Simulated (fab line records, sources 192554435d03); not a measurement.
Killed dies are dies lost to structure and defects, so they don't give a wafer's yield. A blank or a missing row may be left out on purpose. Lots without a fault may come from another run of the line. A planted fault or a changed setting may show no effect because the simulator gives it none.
Split-lot experiment | flow n5_finfet | 7 lots, 21 wafers read, on a route of 1938 steps

THE SPLIT
At N5_BEOL_M5_TRENCH_ETCH_37 (etches SiCOH lowk in C4F6/O2, target depth 71.652 nm, time 24.7 s), the setting source_w was moved away from the recipe's 345 W on 11 of the 21 wafers read, by -17.4% to +16.6%. The other wafers ran this setting at the recipe's value.

FROM THE SPLIT TO THE READING: what the file shows between them, 14 steps
- N5_BEOL_M5_ETCH_41: etches SiCN in CH3F/O2, target depth 31.5 nm, time 56.7 s
- N5_BEOL_M5_STRIP_91: strips in N2/H2, time 10 s
- N5_BEOL_M5_OCD_MEAS_38
- N5_BEOL_M5_ALD_86: deposits TaN, pulse time 2 s, purge time 3 s, co reactant purge time 2 s (also split here: ald_cycles)
- N5_BEOL_M5_SURFACE_TREAT_87
- N5_BEOL_M5_CVD_47: deposits Co from CCTBA/H2, target thk 3 nm, time 216 s
- N5_BEOL_M5_ECD_50: material Cu, target thk 300 nm
- N5_BEOL_M5_ANNEAL_51: time 90 s
- N5_BEOL_M5_CMP_52: polishes, stops on SiCOH lowk, t overpolish 6.9 s, target thk 62 nm
- N5_BEOL_M5_THK_MEAS_53: measures by xrf
- N5_BEOL_M5_PRE_CLEAN_77: time 15 s
- N5_BEOL_M5_CO_CAP_78: material Co, precursor CCTBA/H2, target thk 2 nm, time 102.1 s
- N5_BEOL_M5_PRE_CLEAN_55: time 15 s
- N5_BEOL_M5_DEP_56: deposits SiCN from 3MS/NH3, target thk 8 nm, time 14 s

THE READING
M5_RS, in ohm/sq, at N5_BEOL_M5_RS_MEAS_57 (measures by four-point-probe). Fault-free wafers of this fab line usually give 0.391 ohm/sq, standard deviation 0.0094 ohm/sq.

wafer  | tool, chamber at the split | source_w as run, W | against the recipe | M5_RS, ohm/sq | against lot-mates on the recipe
L075.1 | rie_diel-02, 3             | 345                | recipe             | 0.382         | -
L075.2 | rie_diel-02, 0             | 312.5              | -9.4%              | 0.400         | +0.018
L075.3 | rie_diel-02, 2             | 312.5              | -9.4%              | 0.411         | +0.029
L077.1 | rie_diel-01, 2             | 345                | recipe             | 0.399         | -
L077.2 | rie_diel-01, 0             | 402.1              | +16.6%             | 0.365         | -0.034
L077.5 | rie_diel-01, 1             | 402.1              | +16.6%             | 0.357         | -0.042
L085.1 | rie_diel-02, 0             | 374.5              | +8.6%              | 0.364         | no lot-mate on the recipe
L085.3 | rie_diel-02, 1             | 374.5              | +8.6%              | 0.364         | no lot-mate on the recipe
L085.4 | rie_diel-02, 3             | 374.5              | +8.6%              | 0.363         | no lot-mate on the recipe
L088.2 | rie_diel-02, 1             | 399.7              | +15.9%             | 0.360         | -0.025
L088.3 | rie_diel-02, 3             | 399.7              | +15.9%             | 0.360         | -0.025
L088.6 | rie_diel-02, 1             | 345                | recipe             | 0.385         | -
L091.2 | rie_diel-06, 3             | 345                | recipe             | 0.398         | -
L091.3 | rie_diel-06, 1             | 345                | recipe             | 0.391         | -
L091.6 | rie_diel-06, 1             | 345                | recipe             | 0.400         | -
L092.1 | rie_diel-06, 3             | 345                | recipe             | 0.381         | -
L092.3 | rie_diel-06, 0             | 345                | recipe             | 0.398         | -
L092.4 | rie_diel-06, 2             | 299.7              | -13.1%             | 0.424         | +0.034
L097.2 | rie_diel-06, 0             | 345                | recipe             | 0.407         | -
L097.5 | rie_diel-06, 2             | 345                | recipe             | 0.393         | -
L097.6 | rie_diel-06, 3             | 284.9              | -17.4%             | 0.439         | +0.039

THE FIT
A straight line over all 21 wafers: M5_RS changes by -0.00222 ohm/sq for each +1% of source_w; r = -0.93; the points scatter about the line by 0.0083 ohm/sq.
The same after taking each lot's own level away (the mean of its wafers on the recipe; 18 wafers): -0.00214 ohm/sq for each +1%; r = -0.96; scatter 0.006 ohm/sq.
On that fit, the largest move of source_w shifts the reading by 0.037 ohm/sq.
The lots' own levels span 0.3820 to 0.4000 ohm/sq, that is 1.9 times the standard deviation above.
So the lot-to-lot level changes the slope little: the two slopes agree.
Check: with one of the wafers moved furthest among these (-17.4%) left out of the fit, the line predicts +0.0388 ohm/sq for it against its lot-mates. It came out at +0.039 ohm/sq against them.
Tool readings at the split's step, against how far the setting was moved: rf_vpp_V r = -0.96.

OTHER SPLITS ON THESE WAFERS
These wafers also went through other splits before the reading. Each is held against what the fit with the lots' levels taken away leaves over:
other split on the same wafers | wafers away from the commonest value | r with M5_RS (lot level and that fit taken away)
N5_BEOL_M4_EXPOSE_08 dose_mj   | 4                                    | -0.06
N5_BEOL_M5_ILD_DEP_00 time_s   | 5                                    | -0.33
N5_BEOL_M5_ALD_86 ald_cycles   | 9                                    | -0.08

THE WHOLE CHAIN: every reading that the file lists as answering this split, in the file's order
step                      | what it does                                                        | reading                                                                      | change (the file's fit)               | r (the file's)
N5_BEOL_M5_TRENCH_ETCH_37 | etches SiCOH lowk in C4F6/O2, target depth 71.652 nm, time 24.7 s   | rf_vpp_V                                                                     | -3.18 V for each +1% of the setting   | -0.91
N5_BEOL_M5_TRENCH_ETCH_37 | etches SiCOH lowk in C4F6/O2, target depth 71.652 nm, time 24.7 s   | BEOL_M5.feature_depth_nm (the simulator's own value, which no gauge read)    | +0.252 nm for each +1% of the setting | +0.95
N5_BEOL_M5_TRENCH_ETCH_37 | etches SiCOH lowk in C4F6/O2, target depth 71.652 nm, time 24.7 s   | etch.depth_nm (the simulator's own value, which no gauge read)               | +0.256 nm for each +1% of the setting | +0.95
N5_BEOL_M5_OCD_MEAS_38    |                                                                     | trench_depth_nm                                                              | +0.244 nm for each +1% of the setting | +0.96
N5_BEOL_M5_CMP_52         | polishes, stops on SiCOH lowk, t overpolish 6.9 s, target thk 62 nm | Cu_of_BEOL_M5_ECD_50.thk_nm (the simulator's own value, which no gauge read) | +0.277 nm for each +1% of the setting | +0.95
N5_BEOL_M5_THK_MEAS_53    | measures by xrf                                                     | M5_THK                                                                       | +0.272 for each +1% of the setting    | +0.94
N5_BEOL_M5_RS_MEAS_57     | measures by four-point-probe                                        | M5_RS                                                                        | -0.00218 for each +1% of the setting  | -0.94

THE FILE'S OWN FIT
M5_RS changes by -0.00218 ohm/sq for each +1% of source_w, r = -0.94.
